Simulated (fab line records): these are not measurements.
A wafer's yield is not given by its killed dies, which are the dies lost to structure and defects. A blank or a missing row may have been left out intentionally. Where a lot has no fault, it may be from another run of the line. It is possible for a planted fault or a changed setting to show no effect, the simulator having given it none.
What tool caused it? ; flow n5_finfet ; 9 lots, 26 wafers sampled, at 6 steps of a route of 1938

WHAT THE GAUGES READ, wafer by wafer
N5_BEOL_M0_CUTY_CD_MEAS_57: the cd target is 200 nm. Usual: cd_nm 200.0 nm, standard deviation 1.3.
lot;measured;on;cd_nm (nm);flag
L568;day 6 12:17;cd_sem-02;200.3 201.0 201.2;
L570;day 7 03:24;cd_sem-03;199.2 199.1 198.4;
L571;day 7 07:04;cd_sem-03;199.7 198.6 199.4;
L573;day 8 00:08;cd_sem-02;199.6 200.6 200.3;
L574;day 8 05:36;cd_sem-02;198.0 198.5 197.1;
L577;day 9 02:55;cd_sem-01;201.8 201.8;
L584;day 10 14:46;cd_sem-01;201.7 200.7 200.8;
L586;day 11 02:28;cd_sem-02;198.9 199.2 199.3;
L587;day 11 12:00;cd_sem-01;199.4 201.2 200.5;

N5_BEOL_M4_RC_MEAS_101. Usual: DIBL_N 35.8 mV/V, standard deviation 1.7; DIBL_P 35.3 mV/V, standard deviation 2; IOFF_N 0.150 nA/um, standard deviation 0.026; IOFF_P 0.194 nA/um, standard deviation 0.029; ION_N 667 uA/um, standard deviation 11; ION_P 456 uA/um, standard deviation 7.1; SS_N 71.4 mV/dec, standard deviation 0.65; SS_P 73.1 mV/dec, standard deviation 0.64; VT_N 251 mV, standard deviation 3; VT_P -252 mV, standard deviation 3.2.
lot;measured;on;DIBL_N (mV/V);DIBL_P (mV/V);IOFF_N (nA/um);IOFF_P (nA/um);ION_N (uA/um);ION_P (uA/um);SS_N (mV/dec);SS_P (mV/dec);VT_N (mV);VT_P (mV);flag
L568;day 10 23:08;prober-02;36.3 35.5 35.1;39.2 38.0 37.0;0.181 0.148 0.158;0.208 0.189 0.186;679 659 675;459 453 458;71.7 72.0 71.8;73.6 73.9 72.7;248 249 252;-252 -253 -253;
L570;day 11 08:04;prober-02;33.9 31.8 34.2;32.9 31.0 33.7;0.125 0.097 0.125;0.150 0.135 0.157;669 644 662;448 443 453;71.4 69.8 71.0;72.4 72.2 72.5;255 256 253;-255 -257 -254;
L571;day 11 20:26;prober-02;34.8 35.6 34.6;34.4 35.2 33.4;0.118 0.126 0.110;0.165 0.167 0.152;659 649 638;450 448 445;70.4 71.1 70.9;72.9 72.2 72.4;254 254 257;-255 -256 -259;
L573;day 12 09:15;prober-01;36.8 36.0 36.3;35.8 34.6 36.0;0.160 0.148 0.154;0.220 0.216 0.232;670 672 666;466 463 463;71.6 71.1 71.7;73.3 73.3 73.3;251 250 250;-246 -245 -246;
L574;day 12 13:01;prober-01;34.5 33.9 35.6;36.0 34.6 36.7;0.148 0.136 0.175;0.217 0.202 0.238;665 660 671;464 463 462;71.5 70.9 71.9;73.9 72.9 73.8;250 251 247;-247 -250 -246;
L577;day 13 20:10;prober-02;35.0 35.0;34.3 32.6;0.144 0.134;0.187 0.162;670 659;459 449;71.2 71.6;73.2 72.8;251 253;-253 -255;
L584;day 14 23:49;prober-01;36.1 38.2 34.3;35.1 36.6 31.9;0.165 0.209 0.121;0.231 0.262 0.186;666 691 652;467 470 458;71.9 71.8 70.9;72.7 73.3 72.6;245 243 251;-246 -244 -251;
L586;day 15 08:19;prober-01;34.3 36.6 34.5;34.8 37.6 35.9;0.117 0.153 0.129;0.170 0.217 0.184;668 666 674;463 458 463;70.9 71.9 71.3;73.4 73.2 73.1;255 253 252;-253 -251 -253;
L587;day 15 11:44;prober-02;37.6 36.5 36.8;35.2 35.3 36.0;0.177 0.159 0.167;0.217 0.212 0.225;680 669 679;463 461 464;71.3 70.4 71.2;73.9 72.7 73.7;248 250 250;-248 -250 -252;

WHICH TOOL RAN EACH LOT (tool, then ch and the chambers of the sampled wafers, then the start)
lot;N5_BEOL_M0_SAQP_MANDREL_ETCH_103;N5_BEOL_M0_ETCH_128;N5_BEOL_M0_DEGAS_112;N5_BEOL_M0_ALD_136
L568;rie_si-03 ch 0,3, day 6 08:22;rie_diel-03 ch 0,1,3, day 6 13:18;pvd_sputter-02, day 6 13:50;ald_metal-02 ch 0,2, day 6 13:58
L570;rie_si-03 ch 0,2,3, day 6 23:53;rie_diel-04 ch 0,3, day 7 06:47;pvd_sputter-02, day 7 07:24;ald_metal-03 ch 1,2,3, day 7 07:40
L571;rie_si-06 ch 1,2,3, day 7 03:41;rie_diel-04 ch 0,1,3, day 7 09:43;pvd_sputter-01, day 7 10:17;ald_metal-04 ch 0,2, day 7 10:26
L573;rie_si-02 ch 0,1,2, day 7 20:44;rie_diel-04 ch 0,2, day 8 03:25;pvd_sputter-01, day 8 04:13;ald_metal-04 ch 0,3, day 8 04:19
L574;rie_si-02 ch 0,1,2, day 8 01:30;rie_diel-01 ch 0,1,3, day 8 10:32;pvd_sputter-02, day 8 11:14;ald_metal-02 ch 0,1, day 8 11:20
L577;rie_si-02 ch 1,2, day 8 23:32;rie_diel-04 ch 1,2, day 9 04:25;pvd_sputter-03, day 9 06:25;ald_metal-04 ch 2,3, day 9 06:31
L584;rie_si-03 ch 1,2,3, day 10 10:55;rie_diel-04 ch 0,1,2, day 10 16:10;pvd_sputter-01, day 10 17:31;ald_metal-04 ch 1,2, day 10 17:43
L586;rie_si-03 ch 0,1,2, day 10 23:02;rie_diel-04 ch 0,1, day 11 07:11;pvd_sputter-01, day 11 08:10;ald_metal-04 ch 2,3, day 11 08:16
L587;rie_si-06 ch 0,3, day 11 08:11;rie_diel-04 ch 0,1,2, day 11 20:17;pvd_sputter-01, day 11 21:20;ald_metal-02 ch 1,2, day 11 21:26
- N5_BEOL_M0_SAQP_MANDREL_ETCH_103: etches a-Si in HBr/Cl2, stops on SiCN, target depth 45 nm, bt time 10 s, time 27 s.
- N5_BEOL_M0_ETCH_128: etches SiCN in CF4/N2, target depth 12 nm, overetch 5.1 nm, time 21.4 s.
- N5_BEOL_M0_DEGAS_112: time 60 s.
- N5_BEOL_M0_ALD_136: deposits TaN, pulse time 2 s, purge time 3 s, co reactant purge time 2 s.

WHAT THE TOOLS THEMSELVES READ (means of the sampled wafers that have a number; where no wafer has one, the mark that the record gives instead)
N5_BEOL_M0_SAQP_MANDREL_ETCH_103. Usual: drypump_motor_current_A 5.6 A, standard deviation 0.39; oes_product_au 0.686 a.u., standard deviation 0.0091; throttle_valve_pct 35.45 %, standard deviation 0.26.
lot;tool;drypump_motor_current_A (A);oes_product_au (a.u.);throttle_valve_pct (%);flag
L568;rie_si-03;5.2;0.691;35.67;
L570;rie_si-03;5.2;0.683;35.49;
L571;rie_si-06;5.9;0.679;35.55;
L573;rie_si-02;5.9;0.691;35.28;
L574;rie_si-02;5.8;0.688;35.28;
L577;rie_si-02;5.9;0.690;35.25;
L584;rie_si-03;5.3;0.690;35.36;
L586;rie_si-03;5.2;0.680;35.49;
L587;rie_si-06;6.0;0.683;35.74;

N5_BEOL_M0_ETCH_128. Usual: drypump_motor_current_A 5.9 A, standard deviation 0.47; oes_product_au 0.53 a.u., standard deviation 0.057; rf_vpp_V 381.7 V, standard deviation 2; showerhead_plenum_p_Torr 2.18 Torr, standard deviation 0.074; throttle_valve_pct 15.48 %, standard deviation 0.3.
lot;tool;drypump_motor_current_A (A);oes_product_au (a.u.);rf_vpp_V (V);showerhead_plenum_p_Torr (Torr);throttle_valve_pct (%);flag
L568;rie_diel-03;5.8;0.48;381.9;2.22;15.46;
L570;rie_diel-04;5.7;0.52;382.3;2.18;15.63;
L571;rie_diel-04;5.8;0.50;382.4;2.19;15.55;
L573;rie_diel-04;5.9;0.51;382.1;2.18;15.75;
L574;rie_diel-01;6.0;0.58;381.9;2.20;15.34;
L577;rie_diel-04;6.0;0.63;382.1;2.18;15.34;
L584;rie_diel-04;6.0;0.54;382.4;2.19;15.53;
L586;rie_diel-04;6.1;0.53;382.6;2.22;15.59;
L587;rie_diel-04;6.0;0.53;381.9;2.18;15.57;

N5_BEOL_M0_DEGAS_112. Usual: heater_power_w 313 W, standard deviation 37.
lot;tool;heater_power_w (W);flag
L568;pvd_sputter-02;316;
L570;pvd_sputter-02;333;
L571;pvd_sputter-01;333;
L573;pvd_sputter-01;324;
L574;pvd_sputter-02;332;
L577;pvd_sputter-03;307;
L584;pvd_sputter-01;314;
L586;pvd_sputter-01;340;
L587;pvd_sputter-01;310;

N5_BEOL_M0_ALD_136. Usual: heater_power_w 430 W, standard deviation 52.
lot;tool;heater_power_w (W);flag
L568;ald_metal-02;386;
L570;ald_metal-03;432;
L571;ald_metal-04;485;
L573;ald_metal-04;502;
L574;ald_metal-02;431;
L577;ald_metal-04;458;
L584;ald_metal-04;409;
L586;ald_metal-04;462;
L587;ald_metal-02;356;

THE ANSWER, worked out from the rows above alone
Rule: take the mean of a lot's wafers that have a number; if it is more than 3 standard deviations from the usual mean, the lot is off. A lot without any number at a reading at which 4 lots or more have one is off too. The other lots that the step has rows for count as sound. After the gauges, taken in route order, come the tools' own readings; for these a lot's mean is taken, as printed above. At the first step where some lot is off, the reading lying furthest off is the one used; lots without a number count as furthest.
No lot is off at any reading shown: from this, nothing can be told.

WHAT HAD BEEN PUT IN BY THE SIMULATOR
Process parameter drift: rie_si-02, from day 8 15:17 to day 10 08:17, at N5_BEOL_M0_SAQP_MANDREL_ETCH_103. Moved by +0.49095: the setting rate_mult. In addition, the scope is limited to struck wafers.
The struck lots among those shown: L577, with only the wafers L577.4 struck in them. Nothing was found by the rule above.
